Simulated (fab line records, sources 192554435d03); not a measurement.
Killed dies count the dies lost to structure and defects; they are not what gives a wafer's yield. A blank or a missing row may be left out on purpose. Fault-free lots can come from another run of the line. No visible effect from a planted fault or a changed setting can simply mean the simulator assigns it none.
Which tool is to blame? + flow n5 finfet + 24 lots, 72 wafers sampled, at 4 steps of a route of 1938

WHAT THE GAUGES READ, wafer by wafer
N5_BEOL_M1_CD_MEAS_11: the cd target is 17.05 nm. Usual: cd nm at 17.05 nm, with a standard deviation of 0.24.
| lot  | measured     | on        | cd nm (nm)        | flag |
|------|--------------|-----------|-------------------|------|
| L074 | day 6 05:34  | cd sem-02 | 17.33 16.85 17.10 |      |
| L076 | day 6 14:36  | cd sem-02 | 16.84 17.34 16.93 |      |
| L075 | day 6 17:14  | cd sem-03 | 17.07 16.90 16.96 |      |
| L077 | day 6 18:11  | cd sem-01 | 16.53 17.15 17.01 |      |
| L078 | day 6 21:35  | cd sem-02 | 17.32 17.40 17.35 |      |
| L079 | day 7 08:20  | cd sem-01 | 16.97 17.18 16.81 |      |
| L080 | day 7 17:14  | cd sem-03 | 17.08 17.06 17.15 |      |
| L081 | day 7 22:41  | cd sem-03 | 17.05 17.33 17.42 |      |
| L082 | day 7 22:47  | cd sem-03 | 16.89 17.34 16.87 |      |
| L083 | day 8 05:22  | cd sem-01 | 17.13 17.35 16.93 |      |
| L084 | day 8 19:56  | cd sem-03 | 17.15 16.98 16.94 |      |
| L085 | day 8 20:23  | cd sem-01 | 17.54 17.36 16.93 |      |
| L086 | day 9 16:07  | cd sem-03 | 16.87 16.91 16.74 |      |
| L088 | day 9 16:26  | cd sem-02 | 17.14 17.05 17.19 |      |
| L087 | day 9 23:31  | cd sem-02 | 16.82 16.69 17.05 |      |
| L089 | day 10 00:16 | cd sem-01 | 17.07 16.88 17.43 |      |
| L090 | day 10 02:31 | cd sem-01 | 17.45 17.03 17.34 |      |
| L091 | day 10 04:55 | cd sem-03 | 17.04 16.99 17.56 |      |
| L093 | day 10 21:09 | cd sem-01 | 17.10 16.93 17.09 |      |
| L092 | day 11 00:53 | cd sem-02 | 16.32 16.84 16.72 |      |
| L094 | day 11 01:08 | cd sem-02 | 17.01 16.98 16.85 |      |
| L095 | day 11 07:45 | cd sem-03 | 17.37 16.74 17.39 |      |
| L096 | day 11 17:20 | cd sem-03 | 16.82 17.14 16.74 |      |
| L097 | day 12 02:43 | cd sem-01 | 16.79 17.46 17.01 |      |

WHAT TOOL EACH LOT RAN ON (gives the tool, then ch and the chambers of the sampled wafers, and finally the start)
| lot  | N5_BEOL_M0_STRIP_142               | N5_BEOL_M0_PRE_CLEAN_113     | N5_BEOL_M1_HM_DEP_02         |
|------|------------------------------------|------------------------------|------------------------------|
| L074 | rie diel-03 ch 1,2,3, day 6 00:54  | pvd sputter-01, day 6 01:52  | pvd sputter-01, day 6 05:11  |
| L076 | rie diel-02 ch 1,3, day 6 09:03    | pvd sputter-03, day 6 10:36  | pvd sputter-01, day 6 14:05  |
| L075 | rie diel-04 ch 0,2,3, day 6 10:53  | pvd sputter-03, day 6 13:22  | pvd sputter-02, day 6 16:50  |
| L077 | rie diel-02 ch 1,2,3, day 6 13:34  | pvd sputter-03, day 6 14:31  | pvd sputter-02, day 6 17:40  |
| L078 | rie diel-02 ch 1,2,3, day 6 17:22  | pvd sputter-02, day 6 17:48  | pvd sputter-02, day 6 21:04  |
| L079 | rie diel-03 ch 0,2,3, day 7 02:21  | pvd sputter-02, day 7 04:28  | pvd sputter-03, day 7 07:49  |
| L080 | rie diel-03 ch 0,2,3, day 7 11:51  | pvd sputter-03, day 7 13:54  | pvd sputter-02, day 7 16:50  |
| L081 | rie diel-02 ch 1,2, day 7 17:20    | pvd sputter-03, day 7 18:01  | pvd sputter-03, day 7 22:17  |
| L082 | rie diel-03 ch 0,2,3, day 7 17:32  | pvd sputter-02, day 7 18:07  | pvd sputter-03, day 7 22:23  |
| L083 | rie diel-03 ch 2,3, day 7 23:59    | pvd sputter-02, day 8 00:26  | pvd sputter-01, day 8 04:58  |
| L084 | rie diel-02 ch 0,2, day 8 12:38    | pvd sputter-03, day 8 13:31  | pvd sputter-02, day 8 19:32  |
| L085 | rie diel-02 ch 1,2, day 8 12:44    | pvd sputter-03, day 8 13:45  | pvd sputter-01, day 8 19:52  |
| L086 | rie diel-02 ch 0,1, day 9 12:19    | pvd sputter-01, day 9 13:17  | pvd sputter-01, day 9 15:43  |
| L088 | rie diel-02 ch 1,2,3, day 9 12:30  | pvd sputter-01, day 9 13:22  | pvd sputter-01, day 9 16:03  |
| L087 | rie diel-02 ch 0,1, day 9 17:42    | pvd sputter-02, day 9 18:20  | pvd sputter-03, day 9 22:59  |
| L089 | rie diel-04 ch 0,2, day 9 20:22    | pvd sputter-01, day 9 21:04  | pvd sputter-03, day 9 23:52  |
| L090 | rie diel-02 ch 1,3, day 9 22:50    | pvd sputter-02, day 9 23:46  | pvd sputter-03, day 10 02:06 |
| L091 | rie diel-04 ch 0,1, day 9 23:18    | pvd sputter-03, day 9 23:49  | pvd sputter-01, day 10 04:24 |
| L093 | rie diel-02 ch 0,2,3, day 10 13:25 | pvd sputter-01, day 10 14:01 | pvd sputter-01, day 10 20:46 |
| L092 | rie diel-02 ch 1,2,3, day 10 19:10 | pvd sputter-01, day 10 19:46 | pvd sputter-02, day 11 00:23 |
| L094 | rie diel-03 ch 0,3, day 10 19:22   | pvd sputter-02, day 10 20:07 | pvd sputter-02, day 11 00:44 |
| L095 | rie diel-03 ch 1,2,3, day 11 03:50 | pvd sputter-02, day 11 04:26 | pvd sputter-03, day 11 07:22 |
| L096 | rie diel-03 ch 0,1,2, day 11 11:47 | pvd sputter-01, day 11 13:11 | pvd sputter-01, day 11 16:49 |
| L097 | rie diel-02 ch 0,2,3, day 11 20:17 | pvd sputter-03, day 11 21:36 | pvd sputter-03, day 12 02:20 |
- N5_BEOL_M0_STRIP_142: strips in N2/H2, time 10 s.
- N5_BEOL_M0_PRE_CLEAN_113: time 30 s.
- N5_BEOL_M1_HM_DEP_02: deposits TiN, target thk 20 nm.

WHAT THE TOOLS THEMSELVES READ (means of the sampled wafers that have a number; where no wafer has one, the mark that the record gives instead)
N5_BEOL_M0_STRIP_142. Usual: drypump motor current A 5.8 A, standard deviation 0.47; oes product au 0.85 a.u., standard deviation 0.085; rf vpp V 59.0 V, standard deviation 0.93; showerhead plenum p Torr 2.50 Torr, standard deviation 0.076; throttle valve pct 23.69 %, standard deviation 0.22.
| lot  | tool        | drypump motor current A (A) | oes product au (a.u.) | rf vpp V (V) | showerhead plenum p Torr (Torr) | throttle valve pct (%) | flag |
|------|-------------|-----------------------------|-----------------------|--------------|---------------------------------|------------------------|------|
| L074 | rie diel-03 | 5.5                         | 0.79                  | 58.1         | 2.48                            | 23.81                  |      |
| L076 | rie diel-02 | 5.9                         | 0.76                  | 59.0         | 2.43                            | 23.82                  |      |
| L075 | rie diel-04 | 5.9                         | 0.79                  | 58.9         | 2.55                            | 23.77                  |      |
| L077 | rie diel-02 | 5.9                         | 0.84                  | 58.4         | 2.45                            | 23.78                  |      |
| L078 | rie diel-02 | 5.9                         | 0.83                  | 58.6         | 2.45                            | 23.78                  |      |
| L079 | rie diel-03 | 5.5                         | 0.87                  | 58.8         | 2.47                            | 23.60                  |      |
| L080 | rie diel-03 | 5.5                         | 0.85                  | 58.3         | 2.46                            | 23.61                  |      |
| L081 | rie diel-02 | 6.3                         | 0.89                  | 58.7         | 2.48                            | 23.59                  |      |
| L082 | rie diel-03 | 5.4                         | 0.85                  | 59.2         | 2.46                            | 23.62                  |      |
| L083 | rie diel-03 | 5.6                         | 0.83                  | 59.6         | 2.46                            | 23.65                  |      |
| L084 | rie diel-02 | 5.6                         | 0.92                  | 58.6         | 2.56                            | 23.77                  |      |
| L085 | rie diel-02 | 5.9                         | 0.87                  | 59.5         | 2.47                            | 23.75                  |      |
| L086 | rie diel-02 | 6.3                         | 0.89                  | 60.2         | 2.51                            | 23.54                  |      |
| L088 | rie diel-02 | 5.9                         | 0.89                  | 58.8         | 2.55                            | 23.65                  |      |
| L087 | rie diel-02 | 6.4                         | 0.88                  | 58.8         | 2.51                            | 23.54                  |      |
| L089 | rie diel-04 | 5.5                         | 0.81                  | 58.5         | 2.48                            | 23.82                  |      |
| L090 | rie diel-02 | 5.9                         | 0.90                  | 60.0         | 2.63                            | 23.54                  |      |
| L091 | rie diel-04 | 5.4                         | 0.82                  | 57.7         | 2.45                            | 23.93                  |      |
| L093 | rie diel-02 | 5.5                         | 0.88                  | 59.3         | 2.59                            | 23.76                  |      |
| L092 | rie diel-02 | 5.9                         | 0.86                  | 58.9         | 2.55                            | 23.67                  |      |
| L094 | rie diel-03 | 5.3                         | 0.76                  | 59.6         | 2.43                            | 23.70                  |      |
| L095 | rie diel-03 | 5.5                         | 0.81                  | 57.6         | 2.46                            | 23.75                  |      |
| L096 | rie diel-03 | 5.6                         | 0.88                  | 58.5         | 2.48                            | 23.68                  |      |
| L097 | rie diel-02 | 5.6                         | 0.87                  | 58.4         | 2.59                            | 23.77                  |      |

N5_BEOL_M0_PRE_CLEAN_113. Usual: heater power w at 333 W, with a standard deviation of 39.
| lot  | tool           | heater power w (W) | flag |
|------|----------------|--------------------|------|
| L074 | pvd sputter-01 | 334                |      |
| L076 | pvd sputter-03 | 321                |      |
| L075 | pvd sputter-03 | 295                |      |
| L077 | pvd sputter-03 | 302                |      |
| L078 | pvd sputter-02 | 320                |      |
| L079 | pvd sputter-02 | 337                |      |
| L080 | pvd sputter-03 | 327                |      |
| L081 | pvd sputter-03 | 326                |      |
| L082 | pvd sputter-02 | 331                |      |
| L083 | pvd sputter-02 | 313                |      |
| L084 | pvd sputter-03 | 294                |      |
| L085 | pvd sputter-03 | 278                |      |
| L086 | pvd sputter-01 | 366                |      |
| L088 | pvd sputter-01 | 384                |      |
| L087 | pvd sputter-02 | 344                |      |
| L089 | pvd sputter-01 | 359                |      |
| L090 | pvd sputter-02 | 324                |      |
| L091 | pvd sputter-03 | 322                |      |
| L093 | pvd sputter-01 | 357                |      |
| L092 | pvd sputter-01 | 377                |      |
| L094 | pvd sputter-02 | 329                |      |
| L095 | pvd sputter-02 | 333                |      |
| L096 | pvd sputter-01 | 374                |      |
| L097 | pvd sputter-03 | 298                |      |

N5_BEOL_M1_HM_DEP_02. Usual: throttle valve pct at 29.9 %, with a standard deviation of 0.96.
| lot  | tool           | throttle valve pct (%) | flag |
|------|----------------|------------------------|------|
| L074 | pvd sputter-01 | 29.8                   |      |
| L076 | pvd sputter-01 | 29.8                   |      |
| L075 | pvd sputter-02 | 29.3                   |      |
| L077 | pvd sputter-02 | 29.9                   |      |
| L078 | pvd sputter-02 | 29.1                   |      |
| L079 | pvd sputter-03 | 30.4                   |      |
| L080 | pvd sputter-02 | 29.5                   |      |
| L081 | pvd sputter-03 | 30.5                   |      |
| L082 | pvd sputter-03 | 30.6                   |      |
| L083 | pvd sputter-01 | 29.2                   |      |
| L084 | pvd sputter-02 | 29.7                   |      |
| L085 | pvd sputter-01 | 30.9                   |      |
| L086 | pvd sputter-01 | 29.7                   |      |
| L088 | pvd sputter-01 | 29.8                   |      |
| L087 | pvd sputter-03 | 30.8                   |      |
| L089 | pvd sputter-03 | 30.4                   |      |
| L090 | pvd sputter-03 | 30.5                   |      |
| L091 | pvd sputter-01 | 29.9                   |      |
| L093 | pvd sputter-01 | 29.3                   |      |
| L092 | pvd sputter-02 | 29.9                   |      |
| L094 | pvd sputter-02 | 29.6                   |      |
| L095 | pvd sputter-03 | 29.9                   |      |
| L096 | pvd sputter-01 | 29.2                   |      |
| L097 | pvd sputter-03 | 29.9                   |      |

THE ANSWER, worked out from the rows above alone
Rule: take the mean of a lot's wafers that have a number; if it is more than 3 standard deviations from the usual mean, the lot is off. Also off: a lot with no number at a reading for which 4 or more lots have one. Where the step has rows for the other lots, those lots are counted as sound. Order of review: gauges by route order, followed by the tools' own readings, for which a lot's mean as printed above is used. The first step at which some lot is off is used, and at that step the reading that is off furthest; a lot without a number counts as furthest.
No lot is off on any of the readings shown, so nothing can be concluded from this.

WHAT THE SIMULATOR PUT IN
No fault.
